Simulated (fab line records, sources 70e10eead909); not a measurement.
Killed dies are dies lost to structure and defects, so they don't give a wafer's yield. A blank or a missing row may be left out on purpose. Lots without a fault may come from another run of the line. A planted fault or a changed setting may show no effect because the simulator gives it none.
Chamber matching | flow nand_harc | NHARC_A_CHANNEL_FILL_D1_STRIP_28 on rie_diel-10: 4 sister chambers
The step strips in O2, time 20 s. 8 wafers are shown with their chamber, then 12 later ones without.

WAFERS WITH THEIR CHAMBER
wafer  | chamber | oes_product_au (a.u.) | rf_vpp_V (V)
L081.4 | 3       | 0.999                 | 56.5
L082.4 | 3       | 0.995                 | 58.4
L084.5 | 1       | 1.000                 | 57.4
L087.1 | 0       | 1.005                 | 58.5
L087.2 | 1       | 0.999                 | 56.9
L085.1 | 0       | 1.003                 | 59.1
L085.3 | 2       | 0.990                 | 57.4
L085.6 | 2       | 0.989                 | 57.8

WAFERS WITHOUT THEIR CHAMBER
wafer  | oes_product_au (a.u.) | rf_vpp_V (V)
L093.3 | 0.995                 | 59.5
L093.4 | 1.010                 | 58.9
L093.5 | 0.985                 | 55.9
L091.3 | 1.001                 | 56.4
L091.4 | 0.997                 | 57.5
L091.5 | 0.998                 | 57.3
L094.3 | 0.990                 | 58.1
L094.4 | 0.989                 | 58.7
L094.6 | 0.993                 | 57.2
L097.1 | 0.994                 | 57.3
L097.3 | 0.997                 | 59.2
L097.4 | 0.994                 | 57.0

WHICH CHAMBER EACH WENT THROUGH
wafer  | from the rows above          | in truth
L093.3 | can't be placed: 3 or 1 or 2 | 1
L093.4 | 0                            | 0
L093.5 | 2                            | 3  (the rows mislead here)
L091.3 | can't be placed: 1 or 3      | 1
L091.4 | can't be placed: 3 or 1      | 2
L091.5 | can't be placed: 3 or 1      | 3
L094.3 | 2                            | 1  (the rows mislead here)
L094.4 | 2                            | 2
L094.6 | can't be placed: 2 or 3 or 1 | 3
L097.1 | can't be placed: 3 or 2 or 1 | 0
L097.3 | can't be placed: 3 or 1 or 0 | 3
L097.4 | can't be placed: 3 or 2 or 1 | 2
Placed correctly: 2 of 12. Can't be placed from these rows: 8 (the true chamber is among the candidates in 6). Placed wrongly: 2.
How it was worked out, from the rows above alone: a wafer's distance from a chamber is the root of the sum, over the readings, of the square of ((its reading less the chamber's mean) divided by the reading's scatter). The wafer belongs to the nearest chamber; if the next one is less than 2 further off, it can't be placed. A chamber's mean is the mean of its shown wafers. The scatter: the root of (the sum of the squares of (reading less its chamber's mean) over the shown wafers, divided by (wafers less chambers)).
